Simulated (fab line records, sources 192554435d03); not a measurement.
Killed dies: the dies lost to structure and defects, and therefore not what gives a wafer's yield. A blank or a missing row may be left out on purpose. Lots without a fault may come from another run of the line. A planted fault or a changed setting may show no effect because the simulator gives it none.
The tool behind it: which one? :: flow n5 finfet :: 13 lots, 37 wafers sampled, at 3 steps of a route of 1938

## WHAT THE GAUGES SHOWED, per wafer
N5_ZERO_LAYER_INSPECT_20: inspects for defects (darkfield). Usual: raw defect count reads 34 (standard deviation 14).
lot: L388
measured: day 1 13:25
on: defect inspect-01
raw defect count: 18 17 14
flag: 

lot: L389
measured: day 1 19:35
on: defect inspect-01
raw defect count: 14 24 25
flag: 

lot: L393
measured: day 2 19:25
on: defect inspect-01
raw defect count: 43 56 30
flag: 

lot: L395
measured: day 3 07:26
on: defect inspect-01
raw defect count: 39 43 18
flag: 

lot: L396
measured: day 3 13:22
on: defect inspect-02
raw defect count: 14 16
flag: 

lot: L397
measured: day 3 19:44
on: defect inspect-01
raw defect count: 38 44 42
flag: 

lot: L398
measured: day 4 01:23
on: defect inspect-01
raw defect count: 30 25 38
flag: 

lot: L399
measured: day 4 07:41
on: defect inspect-01
raw defect count: 33 31 3
flag: 

lot: L401
measured: day 4 19:17
on: defect inspect-01
raw defect count: 25 43 16
flag: 

lot: L402
measured: day 5 01:23
on: defect inspect-02
raw defect count: 51 30 32
flag: 

lot: L409
measured: day 6 19:15
on: defect inspect-02
raw defect count: 46 22 38
flag: 

lot: L410
measured: day 7 01:16
on: defect inspect-01
raw defect count: 48 41
flag: 

lot: L411
measured: day 7 07:41
on: defect inspect-01
raw defect count: 41 29 26
flag: 

N5_WELL_APT_INSPECT_10: inspects for defects (macro). Usual: raw defect count reads 1.9 (standard deviation 1.4).
lot: L388
measured: day 1 13:47
on: defect inspect-01
raw defect count: 2 3 2
flag: 

lot: L389
measured: day 1 19:56
on: defect inspect-02
raw defect count: 3 3 2
flag: 

lot: L393
measured: day 2 19:46
on: defect inspect-02
raw defect count: 1 2 1
flag: 

lot: L395
measured: day 3 07:47
on: defect inspect-01
raw defect count: 1 1 0
flag: 

lot: L396
measured: day 3 13:44
on: defect inspect-01
raw defect count: 4 1
flag: 

lot: L397
measured: day 3 20:13
on: defect inspect-01
raw defect count: 1 3 3
flag: 

lot: L398
measured: day 4 01:52
on: defect inspect-01
raw defect count: 1 3 0
flag: 

lot: L399
measured: day 4 08:03
on: defect inspect-02
raw defect count: 6 1 1
flag: 

lot: L401
measured: day 4 19:46
on: defect inspect-01
raw defect count: 5 2 4
flag: 

lot: L402
measured: day 5 01:52
on: defect inspect-02
raw defect count: 0 0 0
flag: 

lot: L409
measured: day 6 19:37
on: defect inspect-02
raw defect count: 4 0 2
flag: 

lot: L410
measured: day 7 01:53
on: defect inspect-01
raw defect count: 3 1
flag: 

lot: L411
measured: day 7 08:02
on: defect inspect-01
raw defect count: 5 0 4
flag: 

## EACH LOT AND THE TOOL THAT RAN IT (in order: tool; ch and the chambers of the sampled wafers; start)
lot: L388
N5_ZERO_LAYER_PECVD_02: pecvd-02 ch 0,1,2, day 1 12:18

lot: L389
N5_ZERO_LAYER_PECVD_02: pecvd-01 ch 0,1,2, day 1 18:17

lot: L393
N5_ZERO_LAYER_PECVD_02: pecvd-04 ch 2, day 2 18:17

lot: L395
N5_ZERO_LAYER_PECVD_02: pecvd-02 ch 0,1, day 3 06:17

lot: L396
N5_ZERO_LAYER_PECVD_02: pecvd-02 ch 1,2, day 3 12:17

lot: L397
N5_ZERO_LAYER_PECVD_02: pecvd-04 ch 1,2, day 3 18:17

lot: L398
N5_ZERO_LAYER_PECVD_02: pecvd-04 ch 0,1,2, day 4 00:17

lot: L399
N5_ZERO_LAYER_PECVD_02: pecvd-04 ch 0,1,2, day 4 06:29

lot: L401
N5_ZERO_LAYER_PECVD_02: pecvd-02 ch 0,2, day 4 18:17

lot: L402
N5_ZERO_LAYER_PECVD_02: pecvd-01 ch 0,1,2, day 5 00:17

lot: L409
N5_ZERO_LAYER_PECVD_02: pecvd-02 ch 0,1,2, day 6 18:17

lot: L410
N5_ZERO_LAYER_PECVD_02: pecvd-04 ch 0, day 7 00:17

lot: L411
N5_ZERO_LAYER_PECVD_02: pecvd-02 ch 0,2, day 7 06:29
- N5_ZERO_LAYER_PECVD_02: deposits SiO2 from SiH4/N2O, target thk 10 nm, time 6 s.

## WHAT THE TOOLS THEMSELVES READ (means of the sampled wafers that have a number; where no wafer has one, the mark that the record gives instead)
N5_ZERO_LAYER_PECVD_02. Usual: chamber pressure Torr 0.7501 Torr, standard deviation 0.0017; heater power w 759 W, standard deviation 85; showerhead plenum p Torr 8.07 Torr, standard deviation 0.15.
lot: L388
tool: pecvd-02
chamber pressure Torr (Torr): 0.7492
heater power w (W): 737
showerhead plenum p Torr (Torr): 8.12
flag: 

lot: L389
tool: pecvd-01
chamber pressure Torr (Torr): 0.7489
heater power w (W): 768
showerhead plenum p Torr (Torr): 7.91
flag: 

lot: L393
tool: pecvd-04
chamber pressure Torr (Torr): 0.7515
heater power w (W): 846
showerhead plenum p Torr (Torr): 7.97
flag: 

lot: L395
tool: pecvd-02
chamber pressure Torr (Torr): 0.7508
heater power w (W): 635
showerhead plenum p Torr (Torr): 8.11
flag: 

lot: L396
tool: pecvd-02
chamber pressure Torr (Torr): 0.7496
heater power w (W): 693
showerhead plenum p Torr (Torr): 8.07
flag: 

lot: L397
tool: pecvd-04
chamber pressure Torr (Torr): 0.7494
heater power w (W): 806
showerhead plenum p Torr (Torr): 8.16
flag: 

lot: L398
tool: pecvd-04
chamber pressure Torr (Torr): 0.7484
heater power w (W): 827
showerhead plenum p Torr (Torr): 8.18
flag: 

lot: L399
tool: pecvd-04
chamber pressure Torr (Torr): 0.7500
heater power w (W): 796
showerhead plenum p Torr (Torr): 8.16
flag: 

lot: L401
tool: pecvd-02
chamber pressure Torr (Torr): 0.7521
heater power w (W): 742
showerhead plenum p Torr (Torr): 8.16
flag: 

lot: L402
tool: pecvd-01
chamber pressure Torr (Torr): 0.7512
heater power w (W): 760
showerhead plenum p Torr (Torr): 7.91
flag: 

lot: L409
tool: pecvd-02
chamber pressure Torr (Torr): 0.7508
heater power w (W): 756
showerhead plenum p Torr (Torr): 8.13
flag: 

lot: L410
tool: pecvd-04
chamber pressure Torr (Torr): 0.7518
heater power w (W): 779
showerhead plenum p Torr (Torr): 8.25
flag: 

lot: L411
tool: pecvd-02
chamber pressure Torr (Torr): 0.7489
heater power w (W): 805
showerhead plenum p Torr (Torr): 8.15
flag: 

## THE ANSWER, worked out from the rows above alone
Rule: lot off if the mean of its wafers having a number is beyond 3 standard deviations from the usual mean. A lot without any number at a reading at which 4 lots or more have one is off too. Where the step has rows for the other lots, those lots are counted as sound. After the gauges, taken in route order, come the tools' own readings; for these a lot's mean is taken, as printed above. At the first step where some lot is off, the reading lying furthest off is the one used; lots without a number count as furthest.
Across all readings shown, no lot is off: no conclusion can be drawn from this.

## WHAT THE SIMULATOR PUT IN
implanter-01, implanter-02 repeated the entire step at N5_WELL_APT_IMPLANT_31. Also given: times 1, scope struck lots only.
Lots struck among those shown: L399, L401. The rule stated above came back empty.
